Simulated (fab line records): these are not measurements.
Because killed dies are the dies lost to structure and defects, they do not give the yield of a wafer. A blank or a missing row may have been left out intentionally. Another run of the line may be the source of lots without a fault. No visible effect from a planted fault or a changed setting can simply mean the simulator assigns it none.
Comparing a struck lot with a sound one	flow nandHarc	15 steps out of a route of 1159
Sound: these wafers, L610.2, L610.4, L610.6. Struck: wafer L619.2; the same lot's L619.1 was not struck, so it is left out; see the end for the cause.
For every step that has rows: the tool of each side, followed by ch and its chambers, followed by its first start. Under that, the readings that differ: sound wafers	struck wafers	difference of the means	sigmas: that difference in standard deviations of wafers without a fault.
alike: a reading whose means differ by less than 2 such deviations, as well as words and numbers matching on both sides. not compared: withheld readings; readings where some wafer has no value; bounds like >300 that might hide an equal value; numbers whose values overlap and for which the record gives no deviation.
A row with sigmas, a row that says differs or no value, or rows on one side alone: a step with any of these is where the two part. Non-overlapping numbers with no deviation appear without sigmas and do not part them. A reading that every wafer of one side lacks parts them only if that side has two wafers or more.

NHARC_A_CHANNEL_HOLE_D1_XSEM_31:
  sound on xsem-02 ch 0, day 11 16:32; struck on xsem-01 ch 0, day 13 20:54
  alike: botCdNm, bowNm, tiltDeg
NHARC_A_CHANNEL_HOLE_D1_INSPECT_40:
  sound on defectInspect-01 at day 11 16:38; struck on defectInspect-01 at day 13 20:59
  alike: rawDefectCount
then, 2 steps without rows for these wafers: NHARC_A_CHANNEL_FILL_D1_PRECLEAN_00 (cleans in SC1); NHARC_A_CHANNEL_FILL_D1_SRD_01.
NHARC_A_CHANNEL_FILL_D1_ALD_02: deposits SiO2, target thk 6 nm, pulse time 10 s, ald cycles 60.
  sound on aldHk-03 ch 1,2,3, day 11 16:59; struck on aldHk-03 ch 3, day 13 21:20
  alike: heaterPowerOuterW, heaterPowerW, precursorPulseHeightRel
  not compared: sinceWetCleanH
NHARC_A_CHANNEL_FILL_D1_ALD_03: deposits SiNx, target thk 6 nm, pulse time 60 s, ald cycles 58.
  sound: aldSinBatch-03 ch 0; struck: aldSinBatch-02 ch 0
reading	sound	struck	difference	sigmas
precursorPulseHeightRel	0.991 0.986 0.976	1.031	+0.047	+2
NHARC_A_CHANNEL_FILL_D1_ALD_14: deposits SiO2, target thk 2.5 nm, pulse time 10 s, ald cycles 25.
  sound on aldHk-03 ch 0,2, day 11 23:53; struck on aldHk-03 ch 2, day 14 04:04
  alike: heaterPowerOuterW, heaterPowerW, precursorPulseHeightRel
  not compared: sinceWetCleanH
NHARC_A_CHANNEL_FILL_D1_ALD_15: deposits SiNx, target thk 2 nm, pulse time 60 s, ald cycles 19.
  sound: aldSinBatch-02 ch 0; struck: aldSinBatch-02 ch 0
reading	sound	struck	difference	sigmas
precursorPulseHeightRel	1.012 0.986 0.990	1.040	+0.044	+2
then, 4 steps without rows for these wafers: NHARC_A_CHANNEL_FILL_D1_ALD_16 (deposits SiO2, target thk 1.5 nm, pulse time 10 s, ald cycles 15); NHARC_A_CHANNEL_FILL_D1_ANNEAL_17 (time 1800 s); NHARC_A_CHANNEL_FILL_D1_CVD_18 (deposits poly-Si, target thk 3 nm); NHARC_A_CHANNEL_FILL_D1_ETCHBACK_19 (etches the open film in HBr/Cl2, target depth 5 nm, time 1.7 s).
NHARC_A_CHANNEL_FILL_D1_ETCHBACK_20: etches the open film in C4F8/O2/Ar, target depth 27 nm, time 13.5 s.
  sound on rieDiel-05 ch 0,3, day 12 16:31; struck on rieDiel-05 ch 3, day 14 21:04
reading	sound	struck	difference	sigmas
runLengthS (s)	35.0 35.1 35.0	29.4	-5.6	-14
  alike: oesProductAu, rfVppV
  not compared: rfHoursCounterH
then, 1 step without rows for these wafers: NHARC_A_CHANNEL_FILL_D1_STRIP_28 (strips in O2, time 20 s).
-- jump in the record: it breaks off in module A_CHANNEL_FILL_D1 and resumes in module END (first step shown: number 1159 of the route), and 10 days separate the struck wafers' starts before and after --
NHARC_END_SORT_01:
  sound on prober-02 ch 0, day 22 10:40; struck on prober-01 ch 0, day 25 01:23
reading	sound	struck	difference	sigmas
killedAtArray	33 23 32	672	+643	+58
killedDies	35 27 37	677	+644	+59
  alike: killedAtOther, killedAtPeriphery, killedOpen, killedShort

## WHERE THEY PART
Last at NHARC_END_SORT_01 as far as this record goes, first at NHARC_A_CHANNEL_FILL_D1_ALD_03.

WHY: what the simulator had put in
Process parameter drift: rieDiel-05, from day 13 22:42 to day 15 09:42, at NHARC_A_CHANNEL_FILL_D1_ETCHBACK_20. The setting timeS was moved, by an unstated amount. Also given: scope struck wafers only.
